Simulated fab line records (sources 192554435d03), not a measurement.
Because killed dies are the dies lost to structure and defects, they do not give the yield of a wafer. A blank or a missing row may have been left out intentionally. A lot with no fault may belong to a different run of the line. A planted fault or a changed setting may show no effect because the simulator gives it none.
Split-lot experiment | flow n5 finfet | 7 lots, 39 wafers read, on a route of 1938 steps

SPLIT DETAILS
At N5_DUMMY_GATE_ETCH_32 (etches SiO2 in CF4, target depth 3.5 nm, time 3.9 s), the setting time s was moved away from the recipe's 3.9 s on 18 of the 39 wafers read, by -16.5% to +17.3%. This setting was run at the recipe's value on the other wafers.

The reading comes from the split's own step.

THE READING
etch.depth nm (the simulator's own value, which no gauge read), in nm, at N5_DUMMY_GATE_ETCH_32 (etches SiO2 in CF4, target depth 3.5 nm, time 3.9 s). The file gives no usual value for it. Across the 21 wafers here that went through the recipe, the average is 3.482 nm and the standard deviation 0.074 nm.

wafer  | tool, chamber at the split | time s as run, s | against the recipe | etch.depth nm, nm | against lot-mates on the recipe
L075.1 | rie si-04, 0               | 4.575            | +17.3%             | 4.137             | +0.631
L075.2 | rie si-04, 2               | 3.9              | recipe             | 3.549             | -
L075.3 | rie si-04, 1               | 4.575            | +17.3%             | 4.015             | +0.509
L075.4 | rie si-04, 0               | 4.575            | +17.3%             | 4.159             | +0.653
L075.5 | rie si-04, 1               | 3.9              | recipe             | 3.366             | -
L075.6 | rie si-04, 2               | 3.9              | recipe             | 3.602             | -
L077.1 | rie si-04, 0               | 3.258            | -16.5%             | 2.938             | -0.496
L077.2 | rie si-04, 2               | 3.258            | -16.5%             | 2.965             | -0.469
L077.3 | rie si-04, 1               | 3.9              | recipe             | 3.404             | -
L077.4 | rie si-04, 3               | 3.258            | -16.5%             | 2.871             | -0.563
L077.5 | rie si-04, 1               | 3.9              | recipe             | 3.394             | -
L077.6 | rie si-04, 0               | 3.9              | recipe             | 3.503             | -
L080.1 | rie si-02, 1               | 4.434            | +13.7%             | 3.927             | +0.460
L080.2 | rie si-02, 2               | 4.434            | +13.7%             | 4.011             | +0.544
L080.3 | rie si-02, 0               | 3.9              | recipe             | 3.402             | -
L080.4 | rie si-02, 3               | 4.434            | +13.7%             | 4.054             | +0.587
L080.5 | rie si-02, 0               | 3.9              | recipe             | 3.409             | -
L080.6 | rie si-02, 3               | 3.9              | recipe             | 3.59              | -
L083.1 | rie si-06, 2               | 3.9              | recipe             | 3.47              | -
L083.4 | rie si-06, 1               | 3.9              | recipe             | 3.539             | -
L083.5 | rie si-06, 0               | 3.9              | recipe             | 3.538             | -
L085.1 | rie si-04, 3               | 3.612            | -7.4%              | 3.165             | -0.387
L085.2 | rie si-04, 2               | 3.9              | recipe             | 3.553             | -
L085.3 | rie si-04, 0               | 3.9              | recipe             | 3.517             | -
L085.4 | rie si-04, 1               | 3.612            | -7.4%              | 3.149             | -0.403
L085.5 | rie si-04, 1               | 3.612            | -7.4%              | 3.161             | -0.391
L085.6 | rie si-04, 2               | 3.9              | recipe             | 3.585             | -
L086.1 | rie si-02, 1               | 3.461            | -11.3%             | 3.018             | -0.461
L086.2 | rie si-02, 3               | 3.9              | recipe             | 3.538             | -
L086.3 | rie si-02, 2               | 3.461            | -11.3%             | 3.087             | -0.392
L086.4 | rie si-02, 0               | 3.461            | -11.3%             | 2.965             | -0.514
L086.5 | rie si-02, 1               | 3.9              | recipe             | 3.434             | -
L086.6 | rie si-02, 2               | 3.9              | recipe             | 3.466             | -
L091.1 | rie si-06, 0               | 3.31             | -15.1%             | 3.029             | -0.393
L091.2 | rie si-06, 2               | 3.31             | -15.1%             | 2.965             | -0.457
L091.3 | rie si-06, 1               | 3.31             | -15.1%             | 2.987             | -0.435
L091.4 | rie si-06, 3               | 3.9              | recipe             | 3.395             | -
L091.5 | rie si-06, 2               | 3.9              | recipe             | 3.477             | -
L091.6 | rie si-06, 3               | 3.9              | recipe             | 3.393             | -

FIT RESULTS
A straight line over all 39 wafers: etch.depth nm changes by +0.0359 nm for each +1% of time s; r = +0.98; the points scatter about the line by 0.07 nm.
The same after taking each lot's own level away (the mean of its wafers on the recipe; 39 wafers): +0.0347 nm for each +1%; r = +0.97; scatter 0.079 nm.
On that fit, the largest move of time s shifts the reading by 0.6 nm.
The span of the lots' own levels, 3.4217 to 3.5517 nm, comes to 1.8 times the standard deviation stated above.
The two slopes agree, so the slope changes little with the lot-to-lot level.
Check: with one of the wafers moved furthest among these (+17.3%) left out of the fit, the line predicts +0.597 nm for it against its lot-mates. It came out at +0.631 nm against them.

OTHER SPLITS APPLIED TO THESE WAFERS
Before the reading, these wafers also passed through other splits. Each is held against what the fit with the lots' levels taken away leaves over:
other split on the same wafers       | wafers away from the commonest value | r with etch.depth nm (lot level and that fit taken away)
N5_DUMMY_GATE_ETCH_31 target depth a | 15                                   | +0.16

THE FILE'S OWN FIT
etch.depth nm changes by +0.0347 nm for each +1% of time s, r = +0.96.
